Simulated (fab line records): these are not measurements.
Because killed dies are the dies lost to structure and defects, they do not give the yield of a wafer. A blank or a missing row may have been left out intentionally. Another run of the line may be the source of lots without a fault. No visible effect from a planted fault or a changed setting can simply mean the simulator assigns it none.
fab line records / flow n5Finfet
[record] lots = 4 wafers = 12 lastDay = 18
route steps=1938 shown DUMMY_GATE@255 SPACER0@258 SD_EPI_N@262 BEOL_M4@1111
lots untouched by any fault: they come from a run of this same line in which no faults occurred
startH: hours from the record's opening day to when the first of the lot's shown wafers began / waitH: how many hours have passed since the lot's step before this one / " same as the row above / L1.1+2: several wafers, shown together as one row / - no value, or no start given / * or withheld: withheld / < > ~ a bound
route shown NAME@n: NAME is a module with steps in the file, n the number in the route of the first one / usual: the fault-free wafers' mean and standard deviation / same: alike in all rows / chamber/n: place in a boat / sites: per-site readings / _std_site: the values' standard deviation / _edge_site: outer sites' mean less inner sites' / radiusMm: for every site, how far away it sits from the centre of the wafer / mask NAME#n: copy n / behind: the most recent tool/chamber to have shaped the wafer / hold: reason for holding the lot/hours on hold/outcome of the hold / device: the n, p or np transistor that did not switch / end of line: tests of these same wafers at the route's end / a step with no rows: only its recipe / killed: not the wafer's yield, but the dies lost to structure and defects at the first sort / map: dies across one wafer; x = killed, . = not, _ = none there
set.NAME: the run value of the setting; set.NAME@STEP: its run value at that earlier step / model.NAME: the simulator's own value behind a step, which no gauge read
lots at some steps of the route; a table a step, a row a wafer
services: the hour from which a tool's chamber was out of use, counted from the record's first day as startH (under 0 if before that day), plus the number of hours and why
[[steps]]
[step N5_DUMMY_GATE_SRD_26]
[recipe] dry = ipaMarangoni timeS = 30 tempC = 23 rinseLiquid = diw
[step N5_DUMMY_GATE_UV_OZONE_45]
[recipe] timeS = 120 pressureTorr = 760 tempC = 25
[step N5_SPACER0_ALD_07]
[recipe] material = SiNx targetThkA = 20 tempC = 400 aldPrecursorFamily = SiH2I2 aldCoReactant = N2/H2-plasma pressureTorr = 2
[step N5_SPACER0_ALD_00]
[recipe] material = SiOCN targetThkA = 35 tempC = 400 aldPrecursorFamily = alkyl-aminosilane aldCoReactant = O2/N2-plasma pulseTimeS = 3 purgeTimeS = 2 coReactantPurgeTimeS = 2 aldCycles = 58 pressureTorr = 2
[step N5_SPACER0_ALD_08]
[recipe] material = SiNx targetThkA = 20 tempC = 400 aldPrecursorFamily = SiH2I2 aldCoReactant = N2/H2-plasma pressureTorr = 2
[step N5_SD_EPI_N_COAT_32]
[recipe] resist = SOC tempC = 250 timeS = 60 spinRpm = 1500 resistThkNm = 350
[step N5_SD_EPI_N_COAT_33]
[recipe] resist = SiARC tempC = 220 timeS = 60 spinRpm = 1500 resistThkNm = 35
[step N5_SD_EPI_N_COAT_03]
[recipe] resist = CAR-ArF-block spinRpm = 1500 resistThkNm = 150
[step N5_SD_EPI_N_EBR_05]
[recipe] solvent = PGMEA ebrWidthMm = 1.5
[step N5_SD_EPI_N_SOFTBAKE_04]
[recipe] tempC = 110 timeS = 60 resist = CAR-ArF-block
[step N5_SD_EPI_N_EXPOSE_06]
[recipe] maskId = SD_N_BLK na = 1.35 sourceShape = conventional sigmaOuter = 0.8 polarization = unpolarized targetCdNm = 120 doseMj = 39.75
[usual] exposureDoseMJCm2 = 39.74/0.04
lot.wafer=L771.1 tool=arfiScanner-03 chamber=0 startH=103.91 waitH=- mask=SD_N_BLK#0 exposureDoseMJCm2=42.61
lot.wafer=L771.2 tool=arfiScanner-03 chamber=0 startH=103.91 waitH=- mask=SD_N_BLK#0 exposureDoseMJCm2=42.56
lot.wafer=L771.4 tool=arfiScanner-03 chamber=0 startH=103.91 waitH=- mask=SD_N_BLK#0 exposureDoseMJCm2=42.50
lot.wafer=L772.1 tool=arfiScanner-03 chamber=0 startH=112.41 waitH=- mask=SD_N_BLK#0 exposureDoseMJCm2=41.99
lot.wafer=L772.3 tool=arfiScanner-03 chamber=0 startH=112.41 waitH=- mask=SD_N_BLK#0 exposureDoseMJCm2=41.95
lot.wafer=L772.4 tool=arfiScanner-03 chamber=0 startH=112.41 waitH=- mask=SD_N_BLK#0 exposureDoseMJCm2=41.91
lot.wafer=L782.2 tool=arfiScanner-01 chamber=0 startH=172.84 waitH=- mask=SD_N_BLK#0 exposureDoseMJCm2=39.72
lot.wafer=L782.3 tool=arfiScanner-01 chamber=0 startH=172.84 waitH=- mask=SD_N_BLK#0 exposureDoseMJCm2=39.73
lot.wafer=L782.6 tool=arfiScanner-01 chamber=0 startH=172.84 waitH=- mask=SD_N_BLK#0 exposureDoseMJCm2=39.73
lot.wafer=L785.2 tool=arfiScanner-02 chamber=0 startH=185.37 waitH=- mask=SD_N_BLK#0 exposureDoseMJCm2=39.75
lot.wafer=L785.4 tool=arfiScanner-02 chamber=0 startH=185.37 waitH=- mask=SD_N_BLK#0 exposureDoseMJCm2=39.72
lot.wafer=L785.6 tool=arfiScanner-02 chamber=0 startH=185.37 waitH=- mask=SD_N_BLK#0 exposureDoseMJCm2=39.78
[step N5_SD_EPI_N_PEB_07]
[recipe] pebTempC = 110 pebTimeS = 60 resist = CAR-ArF-block
[step N5_SD_EPI_N_DEVELOP_08]
[recipe] developTimeS = 30 developer = TMAH resist = CAR-ArF-block devTempC = 23 rinseLiquid = diw dry = airSpin
[step N5_SD_EPI_N_CD_MEAS_09]
[recipe] targetCdNm = 120 landingEnergyEv = 500 detector = seInlens
[usual] cdNm = 120.1/0.61
lot.wafer=L771.1 tool=cdSem-02 chamber=0 startH=104.04 waitH=- cdNm=124.5
lot.wafer=L771.2 tool=cdSem-02 chamber=0 startH=104.04 waitH=- cdNm=125.0
lot.wafer=L771.4 tool=cdSem-02 chamber=0 startH=104.04 waitH=- cdNm=124.4
lot.wafer=L772.1 tool=cdSem-01 chamber=0 startH=112.53 waitH=- cdNm=123.2
lot.wafer=L772.3 tool=cdSem-01 chamber=0 startH=112.53 waitH=- cdNm=123.1
lot.wafer=L772.4 tool=cdSem-01 chamber=0 startH=112.53 waitH=- cdNm=122.9
lot.wafer=L782.2 tool=cdSem-02 chamber=0 startH=172.96 waitH=- cdNm=119.5
lot.wafer=L782.3 tool=cdSem-02 chamber=0 startH=172.96 waitH=- cdNm=120.5
lot.wafer=L782.6 tool=cdSem-02 chamber=0 startH=172.96 waitH=- cdNm=119.6
lot.wafer=L785.2 tool=cdSem-03 chamber=0 startH=185.49 waitH=- cdNm=120.0
lot.wafer=L785.4 tool=cdSem-03 chamber=0 startH=185.49 waitH=- cdNm=119.4
lot.wafer=L785.6 tool=cdSem-03 chamber=0 startH=185.49 waitH=- cdNm=119.6
[step N5_SD_EPI_N_DESCUM_14]
[recipe] chemistry = O2 timeS = 7.9 sourcePowerW = 50 biasPowerW = 20 pressureMtorr = 20 rfFrequencyHz = 2.712e+07 tempC = 40 resist = CAR-ArF-block o2FlowSccm = 225
[usual] biasPowerW = 20.01/0.058 drypumpMotorCurrentA = 5.9/0.45 oesProductAu = 0.77/0.082 rfVppV = 243.1/1.4 showerheadPlenumPTorr = 2.09/0.07 throttleValvePct = 20.29/0.25
lot.wafer=L771.1 tool=rieDiel-03 chamber=1 startH=104.29 waitH=0.2 biasPowerW=19.99 drypumpMotorCurrentA=5.8 oesProductAu=0.74 rfHoursCounterH=175 rfVppV=243.0 showerheadPlenumPTorr=2.18 throttleValvePct=20.34 model.SD_EPI_N.cdNm=124.6
lot.wafer=L771.2 tool=rieDiel-03 chamber=2 startH=104.29 waitH=0.2 biasPowerW=20.05 drypumpMotorCurrentA=6.4 oesProductAu=0.73 rfHoursCounterH=168 rfVppV=242.7 showerheadPlenumPTorr=2.00 throttleValvePct=20.30 model.SD_EPI_N.cdNm=125.2
lot.wafer=L771.4 tool=rieDiel-03 chamber=3 startH=104.29 waitH=0.2 biasPowerW=20.00 drypumpMotorCurrentA=6.3 oesProductAu=0.71 rfHoursCounterH=216 rfVppV=241.9 showerheadPlenumPTorr=2.08 throttleValvePct=20.74 model.SD_EPI_N.cdNm=124.6
lot.wafer=L772.1 tool=rieDiel-02 chamber=3 startH=113.00 waitH=0.4 biasPowerW=19.99 drypumpMotorCurrentA=5.8 oesProductAu=0.83 rfHoursCounterH=71 rfVppV=244.1 showerheadPlenumPTorr=2.11 throttleValvePct=20.35 model.SD_EPI_N.cdNm=123.4
lot.wafer=L772.3 tool=rieDiel-02 chamber=1 startH=113.00 waitH=0.4 biasPowerW=20.08 drypumpMotorCurrentA=4.8 oesProductAu=0.70 rfHoursCounterH=207 rfVppV=241.4 showerheadPlenumPTorr=1.99 throttleValvePct=20.31 model.SD_EPI_N.cdNm=123.2
lot.wafer=L772.4 tool=rieDiel-02 chamber=0 startH=113.00 waitH=0.4 biasPowerW=19.94 drypumpMotorCurrentA=5.5 oesProductAu=0.83 rfHoursCounterH=- rfVppV=243.5 showerheadPlenumPTorr=2.11 throttleValvePct=19.91 model.SD_EPI_N.cdNm=123.4
lot.wafer=L782.2 tool=rieDiel-03 chamber=1 startH=173.05 waitH=0.0 biasPowerW=20.03 drypumpMotorCurrentA=5.8 oesProductAu=0.72 rfHoursCounterH=200 rfVppV=243.8 showerheadPlenumPTorr=2.17 throttleValvePct=20.41 model.SD_EPI_N.cdNm=119.6
lot.wafer=L782.3 tool=rieDiel-03 chamber=2 startH=173.05 waitH=0.0 biasPowerW=20.02 drypumpMotorCurrentA=6.4 oesProductAu=0.72 rfHoursCounterH=193 rfVppV=241.5 showerheadPlenumPTorr=1.99 throttleValvePct=20.37 model.SD_EPI_N.cdNm=120.2
lot.wafer=L782.6 tool=rieDiel-03 chamber=3 startH=173.05 waitH=0.0 biasPowerW=19.94 drypumpMotorCurrentA=6.3 oesProductAu=0.70 rfHoursCounterH=- rfVppV=241.9 showerheadPlenumPTorr=2.07 throttleValvePct=20.76 model.SD_EPI_N.cdNm=119.6
lot.wafer=L785.2 tool=rieDiel-03 chamber=1 startH=185.58 waitH=0.0 biasPowerW=20.03 drypumpMotorCurrentA=5.8 oesProductAu=0.71 rfHoursCounterH=205 rfVppV=244.8 showerheadPlenumPTorr=2.17 throttleValvePct=20.38 model.SD_EPI_N.cdNm=-
lot.wafer=L785.4 tool=rieDiel-03 chamber=2 startH=185.58 waitH=0.0 biasPowerW=19.89 drypumpMotorCurrentA=6.4 oesProductAu=0.72 rfHoursCounterH=- rfVppV=241.0 showerheadPlenumPTorr=1.99 throttleValvePct=20.35 model.SD_EPI_N.cdNm=119.6
lot.wafer=L785.6 tool=rieDiel-03 chamber=1 startH=185.58 waitH=0.0 biasPowerW=20.11 drypumpMotorCurrentA=5.8 oesProductAu=0.72 rfHoursCounterH=- rfVppV=243.4 showerheadPlenumPTorr=2.17 throttleValvePct=20.40 model.SD_EPI_N.cdNm=119.6
[step N5_SD_EPI_N_ETCH_34]
[recipe] chemistry = CF4 target = SiARC targetDepthA = 455 maskMaterial = CAR-ArF-block timeS = 75.8 ionEnergyEv = 80 pressureMtorr = 40 sourceW = 545 biasW = 36 Ar_flow_sccm = 100 cf4FlowSccm = 100 ends = cleared
[step N5_SD_EPI_N_ETCH_35]
[recipe] chemistry = N2/H2 target = SOC overetchA = 1080 maskMaterial = SiARC tempC = 40 ionEnergyEv = 100 sourceW = 3000 biasW = 133 pressureMtorr = 20 timeS = 486 n2FlowSccm = 200 h2FlowSccm = 200
[step N5_SD_EPI_N_STRIP_36]
[recipe] chemistry = N2/H2 tempC = 40 n2FlowSccm = 200 h2FlowSccm = 200 rfFrequencyHz = 6e+07
[step N5_SD_EPI_N_ETCHBACK_44]
[recipe] chemistry = CH3F/O2 mode = anisotropicEtchback target = SiNx targetDepthA = 145 stopOn = SiO2 overEtchFrac = 0.3 ionEnergyEv = 120 pressureMtorr = 30 sourceW = 395 biasW = 73 Ar_flow_sccm = 150 CH3F_flow_sccm = 30 O2_flow_sccm = 20
[step N5_SD_EPI_N_ETCH_45]
[recipe] chemistry = CH3F/O2 target = SiOCN targetDepthA = 60 maskMaterial = SOC ionEnergyEv = 60 biasW = 29 pressureMtorr = 15 sourceW = 410 Ar_flow_sccm = 150 CH3F_flow_sccm = 30 O2_flow_sccm = 20
[step N5_SD_EPI_N_ETCH_16]
[recipe] chemistry = CHF3/O2 target = SiO2 targetDepthA = 50 maskMaterial = SOC pressureMtorr = 30 sourceW = 650 biasW = 170 Ar_flow_sccm = 200 CHF3_flow_sccm = 50 O2_flow_sccm = 5 ionEnergyEv = 200
[step N5_SD_EPI_N_STRIP_47]
[recipe] chemistry = CHF3/O2 resist = SiARC rfFrequencyHz = 6e+07
[step N5_SD_EPI_N_SD_RECESS_17]
[recipe] chemistry = HBr/Cl2/O2 targetDepthA = 410 maskMaterial = SOC timeS = 23.7 btTimeS = 3 pressureMtorr = 10 icpW = 800 biasW = 112 HBr_flow_sccm = 150 Cl2_flow_sccm = 80 O2_flow_sccm = 12
[usual] drypumpMotorCurrentA = 5.7/0.44 oesProductAu = 0.996/0.013 throttleValvePct = 37.10/0.18
lot.wafer=L771.1 tool=rieSi-03 chamber=0 startH=104.97 waitH=0.0 drypumpMotorCurrentA=6.2 oesProductAu=1.006 rfHoursCounterH=128 throttleValvePct=37.14 model.SD_EPI_N.cdNm=124.8
lot.wafer=L771.2 tool=rieSi-03 chamber=2 startH=104.97 waitH=0.0 drypumpMotorCurrentA=5.7 oesProductAu=0.987 rfHoursCounterH=123 throttleValvePct=36.84 model.SD_EPI_N.cdNm=125.6
lot.wafer=L771.4 tool=rieSi-03 chamber=1 startH=104.97 waitH=0.0 drypumpMotorCurrentA=5.4 oesProductAu=1.014 rfHoursCounterH=11 throttleValvePct=37.04 model.SD_EPI_N.cdNm=124.6
lot.wafer=L772.1 tool=rieSi-05 chamber=2 startH=113.69 waitH=0.0 drypumpMotorCurrentA=5.4 oesProductAu=0.975 rfHoursCounterH=143 throttleValvePct=37.07 model.SD_EPI_N.cdNm=122.6
lot.wafer=L772.3 tool=rieSi-05 chamber=3 startH=113.69 waitH=0.0 drypumpMotorCurrentA=5.7 oesProductAu=0.982 rfHoursCounterH=164 throttleValvePct=37.11 model.SD_EPI_N.cdNm=122.4
lot.wafer=L772.4 tool=rieSi-05 chamber=1 startH=113.69 waitH=0.0 drypumpMotorCurrentA=5.9 oesProductAu=1.008 rfHoursCounterH=88 throttleValvePct=37.16 model.SD_EPI_N.cdNm=124.4
lot.wafer=L782.2 tool=rieSi-03 chamber=3 startH=173.74 waitH=0.0 drypumpMotorCurrentA=5.9 oesProductAu=0.991 rfHoursCounterH=17 throttleValvePct=37.08 model.SD_EPI_N.cdNm=118.8
lot.wafer=L782.3 tool=rieSi-03 chamber=2 startH=173.74 waitH=0.0 drypumpMotorCurrentA=5.6 oesProductAu=0.994 rfHoursCounterH=125 throttleValvePct=36.83 model.SD_EPI_N.cdNm=120.2
lot.wafer=L782.6 tool=rieSi-03 chamber=3 startH=173.74 waitH=0.0 drypumpMotorCurrentA=5.9 oesProductAu=0.985 rfHoursCounterH=- throttleValvePct=37.08 model.SD_EPI_N.cdNm=119.2
lot.wafer=L785.2 tool=rieSi-06 chamber=2 startH=186.27 waitH=0.0 drypumpMotorCurrentA=6.1 oesProductAu=1.009 rfHoursCounterH=83 throttleValvePct=37.15 model.SD_EPI_N.cdNm=121
lot.wafer=L785.4 tool=rieSi-06 chamber=0 startH=186.27 waitH=0.0 drypumpMotorCurrentA=6.2 oesProductAu=0.990 rfHoursCounterH=18 throttleValvePct=36.91 model.SD_EPI_N.cdNm=120.8
lot.wafer=L785.6 tool=rieSi-06 chamber=2 startH=186.27 waitH=0.0 drypumpMotorCurrentA=6.1 oesProductAu=1.006 rfHoursCounterH=- throttleValvePct=37.16 model.SD_EPI_N.cdNm=118.6
[step N5_SD_EPI_N_STRIP_38]
[recipe] chemistry = N2/H2 powerW = 1000 tempC = 250 h2Frac = 0.65 overashFraction = 0.3 pressureMtorr = withheld n2FlowSccm = 1750 h2FlowSccm = 3250
[step N5_BEOL_M4_RC_MEAS_101]
[usual] DIBL_N = 36.4/1.2 DIBL_P = 36.1/1.6 IOFF_N = 0.156/0.024 IOFF_P = 0.21/0.031 ION_N = 674/11 ION_P = 463/6.9 SS_N = 71.5/0.5 SS_P = 73.2/0.55 VT_N = 250.0/2.9 VT_P = -250/3.6
lot.wafer=L771.1 tool=prober-02 chamber=0 startH=222.04 waitH=0.0 DIBL_N[mV/V]=37.5 DIBL_P[mV/V]=36.4 IOFF_N[nA/um]=0.172 IOFF_P[nA/um]=0.22 ION_N[uA/um]=685 ION_P[uA/um]=467 SS_N[mV/dec]=71.2 SS_P[mV/dec]=73.5 VT_N[mV]=246.1 VT_P[mV]=-250
lot.wafer=L771.2 tool=prober-02 chamber=0 startH=222.04 waitH=0.0 DIBL_N[mV/V]=37.3 DIBL_P[mV/V]=35.5 IOFF_N[nA/um]=0.169 IOFF_P[nA/um]=0.21 ION_N[uA/um]=681 ION_P[uA/um]=462 SS_N[mV/dec]=71.3 SS_P[mV/dec]=73.1 VT_N[mV]=249.6 VT_P[mV]=-248
lot.wafer=L771.4 tool=prober-02 chamber=0 startH=222.04 waitH=0.0 DIBL_N[mV/V]=36.9 DIBL_P[mV/V]=35.9 IOFF_N[nA/um]=0.167 IOFF_P[nA/um]=0.21 ION_N[uA/um]=681 ION_P[uA/um]=466 SS_N[mV/dec]=71.2 SS_P[mV/dec]=73.2 VT_N[mV]=246.6 VT_P[mV]=-248
lot.wafer=L772.1 tool=prober-02 chamber=0 startH=225.98 waitH=0.1 DIBL_N[mV/V]=35.2 DIBL_P[mV/V]=35.4 IOFF_N[nA/um]=0.147 IOFF_P[nA/um]=0.20 ION_N[uA/um]=665 ION_P[uA/um]=464 SS_N[mV/dec]=71.7 SS_P[mV/dec]=72.7 VT_N[mV]=250.9 VT_P[mV]=-251
lot.wafer=L772.3 tool=prober-02 chamber=0 startH=225.98 waitH=0.1 DIBL_N[mV/V]=33.9 DIBL_P[mV/V]=33.3 IOFF_N[nA/um]=0.121 IOFF_P[nA/um]=0.17 ION_N[uA/um]=663 ION_P[uA/um]=458 SS_N[mV/dec]=71.1 SS_P[mV/dec]=72.6 VT_N[mV]=254.2 VT_P[mV]=-253
lot.wafer=L772.4 tool=prober-02 chamber=0 startH=225.98 waitH=0.1 DIBL_N[mV/V]=35.5 DIBL_P[mV/V]=35.5 IOFF_N[nA/um]=0.149 IOFF_P[nA/um]=0.20 ION_N[uA/um]=664 ION_P[uA/um]=464 SS_N[mV/dec]=71.2 SS_P[mV/dec]=73.1 VT_N[mV]=251.3 VT_P[mV]=-248
lot.wafer=L782.2 tool=prober-02 chamber=0 startH=284.45 waitH=0.2 DIBL_N[mV/V]=37.4 DIBL_P[mV/V]=38.8 IOFF_N[nA/um]=0.187 IOFF_P[nA/um]=0.26 ION_N[uA/um]=689 ION_P[uA/um]=474 SS_N[mV/dec]=71.5 SS_P[mV/dec]=73.7 VT_N[mV]=247.1 VT_P[mV]=-247
lot.wafer=L782.3 tool=prober-02 chamber=0 startH=284.45 waitH=0.2 DIBL_N[mV/V]=35.6 DIBL_P[mV/V]=36.8 IOFF_N[nA/um]=0.164 IOFF_P[nA/um]=0.22 ION_N[uA/um]=685 ION_P[uA/um]=473 SS_N[mV/dec]=70.4 SS_P[mV/dec]=73.7 VT_N[mV]=246.6 VT_P[mV]=-245
lot.wafer=L782.6 tool=prober-02 chamber=0 startH=284.45 waitH=0.2 DIBL_N[mV/V]=34.8 DIBL_P[mV/V]=35.7 IOFF_N[nA/um]=0.144 IOFF_P[nA/um]=0.20 ION_N[uA/um]=681 ION_P[uA/um]=471 SS_N[mV/dec]=70.6 SS_P[mV/dec]=73.1 VT_N[mV]=250.7 VT_P[mV]=-247
lot.wafer=L785.2 tool=prober-01 chamber=0 startH=314.90 waitH=0.2 DIBL_N[mV/V]=37.0 DIBL_P[mV/V]=36.9 IOFF_N[nA/um]=0.183 IOFF_P[nA/um]=0.20 ION_N[uA/um]=695 ION_P[uA/um]=463 SS_N[mV/dec]=72.7 SS_P[mV/dec]=73.8 VT_N[mV]=246.0 VT_P[mV]=-251
lot.wafer=L785.4 tool=prober-01 chamber=0 startH=314.90 waitH=0.2 DIBL_N[mV/V]=36.7 DIBL_P[mV/V]=36.2 IOFF_N[nA/um]=0.167 IOFF_P[nA/um]=0.18 ION_N[uA/um]=680 ION_P[uA/um]=458 SS_N[mV/dec]=71.1 SS_P[mV/dec]=73.9 VT_N[mV]=249.4 VT_P[mV]=-254
lot.wafer=L785.6 tool=prober-01 chamber=0 startH=314.90 waitH=0.2 DIBL_N[mV/V]=35.6 DIBL_P[mV/V]=35.2 IOFF_N[nA/um]=0.154 IOFF_P[nA/um]=0.17 ION_N[uA/um]=679 ION_P[uA/um]=457 SS_N[mV/dec]=72.1 SS_P[mV/dec]=73.0 VT_N[mV]=247.6 VT_P[mV]=-254
[[services]]
tool=arfiScanner-01 chamber=- startH=87.90 hours=0.7 kind=repair
tool=rieSi-06 chamber=2 startH=92.58 hours=2.7 kind=repair
tool=arfiScanner-01 chamber=- startH=103.01 hours=3.9 kind=pm
tool=arfiScanner-02 chamber=- startH=114.21 hours=1.0 kind=pm
tool=arfiScanner-03 chamber=- startH=114.28 hours=1.3 kind=pm
tool=arfiScanner-01 chamber=- startH=115.74 hours=1.3 kind=pm
tool=arfiScanner-02 chamber=- startH=121.88 hours=0.8 kind=pm
tool=arfiScanner-03 chamber=- startH=121.95 hours=1.2 kind=repair
tool=arfiScanner-01 chamber=- startH=127.09 hours=0.6 kind=repair
tool=rieSi-05 chamber=3 startH=127.80 hours=16.1 kind=repair
tool=arfiScanner-03 chamber=- startH=131.11 hours=2.3 kind=repair
tool=arfiScanner-03 chamber=- startH=135.20 hours=0.8 kind=pm
tool=arfiScanner-02 chamber=- startH=137.52 hours=1.8 kind=repair
tool=arfiScanner-01 chamber=- startH=141.82 hours=3.1 kind=pm
tool=arfiScanner-02 chamber=- startH=146.36 hours=1.3 kind=pm
tool=rieDiel-02 chamber=3 startH=152.96 hours=1.8 kind=repair
tool=rieSi-05 chamber=2 startH=153.96 hours=3.4 kind=repair
tool=rieDiel-03 chamber=0 startH=165.62 hours=14.4 kind=repair
tool=arfiScanner-01 chamber=- startH=173.77 hours=0.8 kind=pm
tool=rieDiel-02 chamber=0 startH=174.77 hours=2.9 kind=repair
tool=rieDiel-03 chamber=0 startH=180.07 hours=- kind=clean
tool=rieDiel-03 chamber=0 startH=180.07 hours=- kind=consumableReplace:focusRing
tool=rieDiel-03 chamber=0 startH=180.07 hours=19.5 kind=scheduledDown
tool=rieDiel-03 chamber=0 startH=180.07 hours=19.5 kind=ventCycle
[[key]]
[firstSign] step = N5_SD_EPI_N_EXPOSE_06 reading = exposureDoseMJCm2 direction = up sigmas = 63 usual = 39.74 struck = 42.25
[effect] step = N5_SD_EPI_N_CD_MEAS_09 reading = cdNm direction = up sigmas = 6.3 usual = 120.1 struck = 123.9 through = controlLoop
[modelEffect] step = N5_SD_EPI_N_DESCUM_14 value = SD_EPI_N.cdNm without = 119.9 struck = 124.1
[modelEffect] step = N5_SD_EPI_N_SD_RECESS_17 value = SD_EPI_N.cdNm without = 119.9 struck = 124.1
metAt N5_SD_EPI_N_EXPOSE_06
struckWafers L771.1,L771.2,L771.4,L772.1,L772.3,L772.4
[loopTrim] step = N5_SD_EPI_N_EXPOSE_06 setting = dose lots = L772
[fault] kind = processParameterDrift tool = arfiScanner-03 chamber = - onsetH = 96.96 steps = N5_SD_EPI_N_EXPOSE_06 channel = doseMj offset = 2.7939 shape = step actsIn = theseRecipesOnly stated = 39.75
// loopTrim: a control loop set the setting to another value than it would have without faults
